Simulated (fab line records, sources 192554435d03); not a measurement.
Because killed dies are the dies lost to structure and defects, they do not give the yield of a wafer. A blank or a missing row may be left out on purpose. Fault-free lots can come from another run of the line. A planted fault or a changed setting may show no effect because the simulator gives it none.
What tool caused it? + flow n5_finfet + 17 wafers from 6 lots sampled at 3 of the route's 1938 steps

WHAT THE GAUGES SHOWED, per wafer
N5_PASSIVATION_CD_MEAS_44: the cd target is 40000 nm.
| lot  | measured     | on        | cd_nm (nm)        |
|------|--------------|-----------|-------------------|
| L689 | day 14 03:47 | cd_sem-02 | 40002 40009 40010 |
| L691 | day 14 22:02 | cd_sem-03 | 40004 39999 39996 |
| L694 | day 15 23:10 | cd_sem-03 | 40000 40004 40010 |
| L701 | day 17 14:04 | cd_sem-03 | 40001 39994       |
| L704 | day 20 11:04 | cd_sem-02 | 40003 40012 40014 |
| L711 | day 20 19:04 | cd_sem-03 | 40003 40000 39995 |

WHAT TOOL EACH LOT RAN ON (gives the tool, then ch and the chambers of the sampled wafers, and finally the start)
| lot  | N5_FIN_CUT_ETCH_21                | N5_PASSIVATION_VIA_ETCH_13         |
|------|-----------------------------------|------------------------------------|
| L689 | rie_diel-03 ch 0,2,3, day 2 10:01 | rie_diel-03 ch 1,2, day 14 00:08   |
| L691 | rie_diel-03 ch 1,2,3, day 2 22:34 | rie_diel-03 ch 1,2,3, day 14 18:28 |
| L694 | rie_diel-03 ch 1,2,3, day 3 14:52 | rie_diel-02 ch 0,1,2, day 15 18:49 |
| L701 | rie_diel-03 ch 2,3, day 5 09:49   | rie_diel-02 ch 0,1, day 17 09:48   |
| L704 | rie_diel-02 ch 1,2, day 6 02:17   | rie_diel-06 ch 1,2,3, day 20 07:46 |
| L711 | rie_diel-02 ch 0,3, day 7 21:02   | rie_diel-03 ch 1,2,3, day 20 16:08 |
- N5_FIN_CUT_ETCH_21: etches SOC in N2/H2, target depth 219 nm, overetch 43.8 nm, time 523.5 s.
- N5_PASSIVATION_VIA_ETCH_13: etches SiO2 in CHF3/O2, target depth 660 nm, time 330 s.

THE ANSWER, worked out from the rows above alone
Rule: the usual values come from the lots themselves. The widest of any qualifying gaps counts: lots, ordered by their means at a reading, are off when they make up no more than a third of the lots, leave a main group of 4 or more, and stand apart from it by 3 or more times the standard deviation of that group's means. Not used: any main group whose means are identical at the precision the tables above print for the reading. A lot without any number at a reading at which 4 lots or more have one is off too. Where the step has rows for the other lots, those lots are counted as sound.
No lot is off at any reading shown: from this, nothing can be told.

WHAT THE SIMULATOR HAD PUT IN
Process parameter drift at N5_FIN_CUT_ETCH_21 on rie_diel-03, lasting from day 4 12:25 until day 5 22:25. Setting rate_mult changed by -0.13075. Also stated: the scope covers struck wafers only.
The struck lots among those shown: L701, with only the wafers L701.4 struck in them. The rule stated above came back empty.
